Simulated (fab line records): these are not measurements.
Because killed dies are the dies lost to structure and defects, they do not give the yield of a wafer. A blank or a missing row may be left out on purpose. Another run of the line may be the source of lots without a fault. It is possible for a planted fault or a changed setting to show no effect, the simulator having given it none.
Comparing a struck lot with a sound one / flow nand_harc / 13 steps out of a route of 1159
Sound: wafers L880.4, L880.5, L880.6. Struck: wafer L890.4. (L890.2, L890.3 of the same lot were not struck and are left out.) The cause comes at the end.
Per side, at each step with rows, come the tool, then ch with its chambers, and then its first start. Under that, the readings that differ: sound wafers / struck wafers / difference of the means / sigmas: that difference in standard deviations of wafers without a fault.
alike: same words and numbers on both sides, and readings whose means sit less than 2 such deviations apart. not compared: any withheld reading, any reading some wafer has no value for, any bound like >300 that may hide the same value, and any number with overlapping values for which the record gives no deviation.
Wherever a step has rows on one side only, a row that says differs or no value, or a row with sigmas, the two part there. Numbers that have no deviation but don't overlap get no sigmas and don't part them. Lack of a reading on every wafer of one side parts them only where that side has two or more wafers.

first, 1 step without rows for these wafers: NHARC_A_SLIT_SRD_20.
NHARC_A_SLIT_CD_MEAS_21:
  sound on cd_sem-03, day 15 05:23; struck on cd_sem-02, day 17 10:52
  alike: cd_nm
then, 3 steps without rows for these wafers: NHARC_A_SIN_REMOVE_WET_00 (chemistry H3PO4, time 15300 s); NHARC_A_SIN_REMOVE_PRECLEAN_01 (cleans in SC1); NHARC_A_SIN_REMOVE_SRD_02.
NHARC_A_SIN_REMOVE_INSPECT_04:
  sound on defect_inspect-01, day 15 11:25; struck on defect_inspect-01, day 17 16:49
  alike: raw_defect_count
NHARC_A_WL_FILL_ALD_00: deposits Al2O3, target thk 3 nm, pulse time 3 s, ald cycles 30.
  sound on ald_hk-02 ch 0,1,3, day 15 11:32; struck on ald_hk-02 ch 2, day 17 17:02
  alike: heater_power_w, precursor_pulse_height_rel
NHARC_A_WL_FILL_RTA_01: time 5 s.
  sound on rtp_anneal-02 ch 0, day 15 11:50; struck on rtp_anneal-02 ch 0, day 17 17:19
  alike: lamp_power_pct, lamp_zone_3_pct, wafer_temp_C_max
NHARC_A_WL_FILL_ALD_02: deposits TiN, target thk 2 nm, pulse time 3 s, ald cycles 100.
  sound on ald_metal-03 ch 0,2,3, day 15 12:07; struck on ald_metal-04 ch 2, day 17 17:31
  alike: heater_power_w, precursor_pulse_height_rel
NHARC_A_WL_FILL_CVD_03: deposits W, target thk 40 nm, time 3302 s.
  sound on cvd_w-02 ch 0,1, day 15 13:24; struck on cvd_w-02 ch 0, day 17 20:33
reading=throttle_valve_pct (%); sound=8.19 8.53 8.05; struck=7.71; difference=-0.55; sigmas=-2
  alike: heater_power_w, mfc_ar_sccm
NHARC_A_WL_FILL_ETCHBACK_04: etches the open film in NF3, target depth 60 nm, time 120 s.
  sound on rie_metal-03 ch 0,1, day 15 15:51; struck on rie_metal-03 ch 1, day 17 23:53
reading=run_length_s (s); sound=142.4 140.7 141.6; struck=78.8; difference=-62.8; sigmas=-99 or more
  alike: drypump_motor_current_A, he_backside_leak_sccm, oes_product_au
  not compared: rf_hours_counter_h
NHARC_A_WL_FILL_ETCHBACK_05: etches the open film in Cl2/BCl3, target depth 22 nm, time 60 s.
  sound on rie_metal-03 ch 0,1, day 15 16:01; struck on rie_metal-03 ch 1, day 18 00:08
  alike: drypump_motor_current_A, he_backside_leak_sccm, oes_product_au, run_length_s
  not compared: rf_hours_counter_h
-- the record jumps here: 4 days lie between the struck wafers' starts before and after (it left off in module A_WL_FILL and takes up again in module END, whose first step shown is number 1159 of the route) --
NHARC_END_SORT_01:
  here the record holds rows for the struck wafers (prober-01 ch 0, day 21 23:08) but none for the sound ones

== WHERE THEY PART ==
First at NHARC_A_WL_FILL_CVD_03; last, within this record, at NHARC_END_SORT_01.

WHY: whatever the simulator had introduced
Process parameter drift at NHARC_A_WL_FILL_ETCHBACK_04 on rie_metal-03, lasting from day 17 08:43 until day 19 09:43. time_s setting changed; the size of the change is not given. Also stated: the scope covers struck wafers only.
